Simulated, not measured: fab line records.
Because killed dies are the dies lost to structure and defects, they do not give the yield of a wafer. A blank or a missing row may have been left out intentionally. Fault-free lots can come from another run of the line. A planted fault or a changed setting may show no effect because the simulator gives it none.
Check of tool commonality + flow n5_finfet + 9 lots, 27 wafers sampled

== THE REASON FOR OPENING IT ==
Flagged at N5_BEOL_M2_CD_MEAS_11: reading cd_nm, on 2 of 9 lots. No-fault wafers: 16.76 nm, standard deviation 0.25.
Rule: a lot gets a flag if all its wafers with a number sit over 4 standard deviations from that mean, or if no wafer of it has a number. The rest of the lots are taken to be sound.

| lot  | measured     | on        | cd_nm (nm), wafer by wafer | flag    |
|------|--------------|-----------|----------------------------|---------|
| L766 | day 6 20:41  | cd_sem-01 | 16.56 16.76 16.72          |         |
| L769 | day 7 09:10  | cd_sem-02 | 16.76 16.70 16.60          |         |
| L772 | day 8 14:14  | cd_sem-03 | 18.14 18.30 18.89          | FLAGGED |
| L773 | day 8 14:25  | cd_sem-01 | 16.55 17.06 16.66          |         |
| L774 | day 9 04:42  | cd_sem-03 | 18.54 18.22 18.35          | FLAGGED |
| L777 | day 9 17:18  | cd_sem-01 | 16.86 16.16 16.71          |         |
| L779 | day 9 23:51  | cd_sem-01 | 17.05 16.49 16.45          |         |
| L781 | day 10 11:18 | cd_sem-03 | 16.51 16.65 17.09          |         |
| L783 | day 10 21:36 | cd_sem-03 | 16.70 16.55 16.57          |         |
On average the flagged lots' numbers are 18.41 nm, which is +1.65 nm against the usual, or +7 standard deviations.

== WHICH TOOL EACH LOT WENT THROUGH ==
The record holds 2 process steps before the reading, out of a route of 1938 steps. Cell contents, in order: the tool; ch with the chambers the sampled wafers went through; the start.
| lot  | flag    | N5_BEOL_M1_ANNEAL_51             | N5_BEOL_M2_EXPOSE_08              |
|------|---------|----------------------------------|-----------------------------------|
| L766 |         | rtp_anneal-02 ch 0, day 6 18:22  | euv_scanner-01 ch 0, day 6 20:32  |
| L769 |         | rtp_anneal-01 ch 0, day 7 06:41  | euv_scanner-01 ch 0, day 7 09:02  |
| L772 | FLAGGED | rtp_anneal-01 ch 0, day 8 11:41  | euv_scanner-01 ch 0, day 8 14:07  |
| L773 |         | rtp_anneal-02 ch 0, day 8 11:56  | euv_scanner-02 ch 0, day 8 14:17  |
| L774 | FLAGGED | rtp_anneal-02 ch 0, day 9 02:54  | euv_scanner-01 ch 0, day 9 04:34  |
| L777 |         | rtp_anneal-01 ch 0, day 9 14:56  | euv_scanner-02 ch 0, day 9 17:10  |
| L779 |         | rtp_anneal-02 ch 0, day 9 21:39  | euv_scanner-02 ch 0, day 9 23:43  |
| L781 |         | rtp_anneal-02 ch 0, day 10 09:09 | euv_scanner-02 ch 0, day 10 11:10 |
| L783 |         | rtp_anneal-02 ch 0, day 10 18:14 | euv_scanner-02 ch 0, day 10 21:28 |
What is done by these steps:
- N5_BEOL_M1_ANNEAL_51: time 90 s.
- N5_BEOL_M2_EXPOSE_08: exposes mask M2.
- N5_BEOL_M2_CD_MEAS_11: target cd 16.79 nm.

== FLAGGED AGAINST TOTAL, ONE TOOL AT A TIME (gauges that did the reading follow at the end) ==
| step                  | tool           | lots run | flagged | share of the flagged lots | sound lots run after its first flagged lot |
|-----------------------|----------------|----------|---------|---------------------------|--------------------------------------------|
| N5_BEOL_M1_ANNEAL_51  | rtp_anneal-01  | 3        | 1       | some                      | 1 (L777)                                   |
| N5_BEOL_M1_ANNEAL_51  | rtp_anneal-02  | 6        | 1       | some                      | 3 (L779,L781,L783)                         |
| N5_BEOL_M2_EXPOSE_08  | euv_scanner-01 | 4        | 2       | all                       | 0                                          |
| N5_BEOL_M2_EXPOSE_08  | euv_scanner-02 | 5        | 0       | none                      | -                                          |
| N5_BEOL_M2_CD_MEAS_11 | cd_sem-01      | 4        | 0       | none                      | -                                          |
| N5_BEOL_M2_CD_MEAS_11 | cd_sem-02      | 1        | 0       | none                      | -                                          |
| N5_BEOL_M2_CD_MEAS_11 | cd_sem-03      | 4        | 2       | all                       | 2 (L781,L783)                              |

== WHAT IS ALLOWED BY THE TABLE ==
2 rows of the table ran every flagged lot: euv_scanner-01 at N5_BEOL_M2_EXPOSE_08, cd_sem-03 at N5_BEOL_M2_CD_MEAS_11.
- euv_scanner-01 at N5_BEOL_M2_EXPOSE_08: 2 of its 4 lots flagged. It ran its last sound lot, L769, at day 7 09:02 and its first flagged lot, L772, at day 8 14:07: a fault with its onset between the two fits. Its own readings lie more than 4 standard deviations out on every wafer of the flagged lots: exposure_dose_mJ_cm2.
- cd_sem-03 at N5_BEOL_M2_CD_MEAS_11: 2 of its 4 lots flagged. After the first flagged lot (L781, L783), sound lots still ran on it; a lasting fault on the whole tool would not permit that.
euv_scanner-01 at N5_BEOL_M2_EXPOSE_08 is the single tool remaining.

== WHAT THE SIMULATOR HAD INSERTED ==
Drift in process parameters on euv_scanner-01 at N5_BEOL_M2_EXPOSE_08, starting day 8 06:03. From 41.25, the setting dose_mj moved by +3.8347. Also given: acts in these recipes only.
Lots struck among those shown: L772, L774. The same result came from the rule above.
